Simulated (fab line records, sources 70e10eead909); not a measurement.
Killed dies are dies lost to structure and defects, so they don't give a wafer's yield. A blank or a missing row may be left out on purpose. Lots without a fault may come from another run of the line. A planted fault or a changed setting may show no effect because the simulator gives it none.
A struck lot beside a sound one | flow nand_harc | 31 steps out of a route of 1159
Sound: wafers L466.2, L466.3, L466.5. Struck: wafers L473.2, L473.4, L473.5. The cause comes at the end.
At each step with rows: each side's tool, then ch and its chambers, then its first start. Under that, the readings that differ: sound wafers | struck wafers | difference of the means | sigmas: that difference in standard deviations of wafers without a fault.
alike: readings whose means differ by less than 2 such deviations, and words and numbers that are the same on both sides. not compared: withheld readings, readings that some wafer has no value for, bounds like >300 that may hide the same value, and numbers for which the record gives no deviation and whose values overlap.
The two part at a step that has a row with sigmas, a row that says differs or no value, or rows on one side only. Numbers that don't overlap but have no deviation are shown without sigmas and don't part them. A reading that every wafer of one side lacks parts them only if that side has two wafers or more.

first, 2 steps without rows for these wafers: NHARC_P_ZERO_WELL_PEB_50 (peb time 85 s); NHARC_P_ZERO_WELL_DEVELOP_51 (time 70 s).
NHARC_P_ZERO_WELL_CD_MEAS_52: target cd 2000 nm.
  sound on cd_sem-03 ch 0, day 3 11:52; struck on cd_sem-03 ch 0, day 5 06:07
  alike: cd_nm
then, 1 step without rows for these wafers: NHARC_P_ZERO_WELL_HARDBAKE_53 (time 80 s).
NHARC_P_ZERO_WELL_DESCUM_54: chemistry O2, time 3 s.
  sound on rie_diel-01 ch 0,1,2, day 3 12:02; struck on rie_diel-10 ch 1,3, day 5 06:18
  alike: drypump_motor_current_A, oes_product_au, rf_vpp_V, showerhead_plenum_p_Torr, throttle_valve_pct
  not compared: rf_hours_counter_h
then, 5 steps without rows for these wafers: NHARC_P_ZERO_WELL_IMPLANT_55; NHARC_P_ZERO_WELL_IMPLANT_61; NHARC_P_ZERO_WELL_STRIP_56 (strips in SPM, time 840 s); NHARC_P_ZERO_WELL_PRECLEAN_68 (cleans in SC1, time 60 s); NHARC_P_ZERO_WELL_SRD_69.
NHARC_P_ZERO_WELL_RTA_42: time 300 s.
  sound on rtp_anneal-01 ch 0, day 3 13:07; struck on rtp_anneal-01 ch 0, day 5 07:23
  alike: lamp_power_pct, lamp_zone_2_pct, wafer_temp_C_max
NHARC_P_ZERO_WELL_INSPECT_43:
  sound on defect_inspect-02, day 3 13:41; struck on defect_inspect-01, day 5 07:57
  alike: raw_defect_count
NHARC_P_STI_ETCH_26: etches SiO2 in dHF, target depth 11 nm.
  sound on wet_bench-06 ch 2,3,6, day 3 13:44; struck on wet_bench-04 ch 0,6,7, day 5 08:02
then, 13 steps without rows for these wafers: NHARC_P_STI_PRECLEAN_27 (cleans in SC1); NHARC_P_STI_SRD_28; NHARC_P_STI_OXIDE_29 (material SiO2, target thk 10 nm, ox time 1362 s); NHARC_P_STI_HM_DEP_30 (deposits Si3N4, target thk 80 nm, time 873 s); NHARC_P_STI_DEHYDRATE_01 (time 120 s); NHARC_P_STI_HMDS_02 (time 30 s); NHARC_P_STI_COAT_41 (time 65 s); NHARC_P_STI_COAT_03 (resist thk 600 nm); NHARC_P_STI_SOFTBAKE_04 (time 70 s); NHARC_P_STI_EBR_05; NHARC_P_STI_EXPOSE_06 (exposes mask P STI, target cd 200 nm); NHARC_P_STI_PEB_07 (peb time 80 s); NHARC_P_STI_DEVELOP_08 (time 50 s).
NHARC_P_STI_CD_MEAS_09: target cd 200 nm.
  sound on cd_sem-03 ch 0, day 4 05:01; struck on cd_sem-02 ch 0, day 6 01:34
  alike: cd_nm
NHARC_P_STI_OVL_MEAS_10:
  sound on overlay-01, day 4 05:06; struck on overlay-01, day 6 01:39
  reading           | sound | struck   | difference | sigmas
  overlay_x_nm (nm) | 5 5 5 | -8 -8 -8 | -13        | -3
  alike: overlay_y_nm
NHARC_P_STI_INSPECT_11:
  sound on defect_inspect-02, day 4 05:08; struck on defect_inspect-01, day 6 01:41
  reading          | sound  | struck      | difference | sigmas
  raw_defect_count | 12 6 1 | 778 794 746 | +766       | +99 or more
then, 1 step without rows for these wafers: NHARC_P_STI_HARDBAKE_13 (time 65 s).
-- the record jumps here: 17 days lie between the struck wafers' starts before and after (it left off in module P_STI and takes up again in module END, whose first step shown is number 1159 of the route) --
NHARC_END_SORT_01:
  sound on prober-01 ch 0, day 21 02:09; struck on prober-01 ch 0, day 22 18:46
  reading             | sound    | struck     | difference | sigmas
  killed_at_periphery | 1 6 2    | 42 58 90   | +60        | +26
  killed_dies         | 24 30 28 | 71 100 120 | +70        | +8
  alike: killed_at_array, killed_at_other, killed_open, killed_short

WHERE THEY PART
First at NHARC_P_STI_OVL_MEAS_10; last, within this record, at NHARC_END_SORT_01.

WHY: what the simulator had put in
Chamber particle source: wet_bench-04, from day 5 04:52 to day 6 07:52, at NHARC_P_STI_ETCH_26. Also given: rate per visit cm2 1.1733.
